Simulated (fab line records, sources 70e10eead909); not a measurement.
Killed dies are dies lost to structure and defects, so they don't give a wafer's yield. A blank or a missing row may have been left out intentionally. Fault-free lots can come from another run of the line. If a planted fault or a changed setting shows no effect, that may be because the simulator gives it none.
Comparing a struck lot with a sound one + flow nand harc + 42 out of 1159 route steps
Sound: wafers L532.2, L532.5, L532.6. Struck: wafer L533.6. (L533.4, L533.5 of the same lot were not struck and are left out.) The cause comes at the end.
At each step with rows: each side's tool, then ch and its chambers, then its first start. Under that, the readings that differ: sound wafers + struck wafers + difference of the means + sigmas: that difference in standard deviations of wafers without a fault.
alike: a reading whose means differ by less than 2 such deviations, as well as words and numbers matching on both sides. not compared: withheld readings; readings where some wafer has no value; bounds like >300 that might hide an equal value; numbers whose values overlap and for which the record gives no deviation.
The two part at a step that has a row with sigmas, a row that says differs or no value, or rows on one side only. When numbers do not overlap yet have no deviation, they are printed without sigmas and do not part them. Lack of a reading on every wafer of one side parts them only where that side has two or more wafers.

NHARC_A_M1_PRE_CLEAN_30: time 30 s.
  sound on pvd sputter-01; struck on pvd sputter-01
  alike: heater power w
then, 1 step without rows for these wafers: NHARC_A_M1_PVD_20 (deposits TaN, target thk 5 nm, time 8.06 s).
NHARC_A_M1_PVD_21: deposits Cu, target thk 30 nm, time 20.49 s.
  sound on pvd sputter-01; struck on pvd sputter-01
  alike: cathode dc power W, throttle valve pct
then, 3 steps without rows for these wafers: NHARC_A_M1_ECD_22 (material Cu, target thk 400 nm); NHARC_A_M1_ANNEAL_31 (time 90 s); NHARC_A_M1_CMP_23 (polishes, t overpolish 20 s, target thk 154.34 nm).
NHARC_A_M1_THK_MEAS_24: measures by xrf.
  struck on film metro-01, day 21 01:18; sound on film metro-01, day 20 06:22
| reading     | sound             | struck | difference | sigmas |
|-------------|-------------------|--------|------------|--------|
| thk nm (nm) | 150.5 155.1 153.5 | 155.9  | +2.9       | +2     |
after that, 1 step had no rows for these wafers: NHARC_A_M1_SRD_25.
NHARC_A_M1_INSPECT_27:
  struck on defect inspect-01, day 21 01:28; sound on defect inspect-01, day 20 06:32
  alike: raw defect count
then, 2 steps without rows for these wafers: NHARC_A_M1_PRE_CLEAN_32 (time 12 s); NHARC_A_M1_DEP_33 (deposits SiCN, target thk 30 nm).
NHARC_A_BONDPAD_DEP_00: deposits SiCN, target thk 250 nm.
  sound on pecvd-01 ch 0,2, day 20 07:18; struck on pecvd-01 ch 2, day 21 02:32
  alike: heater power w
  not compared: since wet clean h
then, 1 step without rows for these wafers: NHARC_A_BONDPAD_CMP_29 (polishes SiCN, target thk 200 nm).
NHARC_A_BONDPAD_THK_MEAS_30: measures by ellipsometry.
  struck on film metro-01, day 21 03:03; sound on film metro-02, day 20 08:01
  alike: thk nm
then, 10 steps without rows for these wafers: NHARC_A_BONDPAD_SRD_31; NHARC_A_BONDPAD_DEHYDRATE_01 (time 120 s); NHARC_A_BONDPAD_HMDS_02 (time 30 s); NHARC_A_BONDPAD_COAT_33 (time 65 s); NHARC_A_BONDPAD_COAT_03 (resist thk 600 nm); NHARC_A_BONDPAD_SOFTBAKE_04 (time 70 s); NHARC_A_BONDPAD_EBR_05; NHARC_A_BONDPAD_EXPOSE_06 (exposes mask A BPAD); NHARC_A_BONDPAD_PEB_07 (peb time 80 s); NHARC_A_BONDPAD_DEVELOP_08 (time 50 s).
NHARC_A_BONDPAD_CD_MEAS_09: target cd 500 nm.
  sound on cd sem-03 ch 0, day 20 08:35; struck on cd sem-01 ch 0, day 21 03:37
  alike: cd nm
NHARC_A_BONDPAD_OVL_MEAS_35:
  struck on overlay-01, day 21 03:42; sound on overlay-01, day 20 08:41
  alike: overlay x nm, overlay y nm
then, 4 steps without rows for these wafers: NHARC_A_BONDPAD_HARDBAKE_10 (time 65 s); NHARC_A_BONDPAD_DESCUM_11 (chemistry O2, time 3 s); NHARC_A_BONDPAD_ETCH_34 (etches the open film in N2/H2, target depth 60 nm, overetch 18 nm, time 65.91 s); NHARC_A_BONDPAD_ETCH_12 (etches the open film in CHF3/O2, target depth 220 nm, time 110 s).
NHARC_A_BONDPAD_CD_MEAS_13:
  struck on cd sem-03, day 21 04:09; sound on cd sem-03, day 20 09:07
| reading    | sound             | struck | difference | sigmas |
|------------|-------------------|--------|------------|--------|
| cd nm (nm) | 498.0 500.0 497.5 | 503.2  | +4.7       | +3     |
then, 4 steps without rows for these wafers: NHARC_A_BONDPAD_STRIP_15 (strips in O2); NHARC_A_BONDPAD_ETCH_24 (etches the open film in CF4/N2, target depth 30 nm, time 72.99 s); NHARC_A_BONDPAD_STRIP_16 (strips in post etch residue remover, time 600 s); NHARC_A_BONDPAD_DEGAS_25 (time 60 s).
NHARC_A_BONDPAD_PRE_CLEAN_26: time 30 s.
  sound on pvd sputter-02; struck on pvd sputter-01
  alike: heater power w
then, 3 steps without rows for these wafers: NHARC_A_BONDPAD_PVD_17 (deposits TaN, target thk 5 nm, time 8.06 s); NHARC_A_BONDPAD_PVD_27 (deposits Cu, target thk 30 nm, time 20.49 s); NHARC_A_BONDPAD_ECD_18 (material Cu, target thk 400 nm).
NHARC_A_BONDPAD_ANNEAL_28: time 90 s.
  sound on rtp anneal-02 ch 0, day 20 10:43; struck on rtp anneal-01 ch 0, day 21 05:52
  alike: wafer_temp_C_max
NHARC_A_BONDPAD_CMP_19: polishes, t overpolish 30 s, cu recess touch 16 s, target thk 169.8 nm.
  sound on cmp-03 ch 0,3, day 20 11:02; struck on cmp-03 ch 3, day 21 06:04
  alike: motor current A, overpolish run s
NHARC_END_SORT_01:
  sound on prober-01 ch 0, day 21 13:15; struck on prober-02 ch 0, day 22 17:44
| reading                  | sound          | struck | difference | sigmas |
|--------------------------|----------------|--------|------------|--------|
| defect limited yield (%) | 95.9 96.9 95.4 | 85.5   | -10.6      | -6     |
| killed at array          | 24 16 29       | 95     | +72        | +7     |
| killed dies              | 28 21 31       | 98     | +71        | +6     |
| sort_bin_2_pct (%)       | 1.3 1.2 1.0    | 5.0    | +3.8       | +6     |
| sort_bin_3_pct (%)       | 0.44 0 0.59    | 3.69   | +3.35      | +14    |
| sort_bin_4_pct (%)       | 2.4 1.9 3.0    | 5.8    | +3.4       | +3     |
| sort n pass              | 649 656 646    | 579    | -71        | -6     |
| sort rim yield pct (%)   | 96.2 94.3 92.5 | 82.1   | -12.2      | -5     |
| sort yield pct (%)       | 95.9 96.9 95.4 | 85.5   | -10.6      | -6     |
  alike: killed at other, killed at periphery, killed open, killed short

WHERE THEY PART
First at NHARC_A_M1_THK_MEAS_24; last, within this record, at NHARC_END_SORT_01.

WHY: what had been put in by the simulator
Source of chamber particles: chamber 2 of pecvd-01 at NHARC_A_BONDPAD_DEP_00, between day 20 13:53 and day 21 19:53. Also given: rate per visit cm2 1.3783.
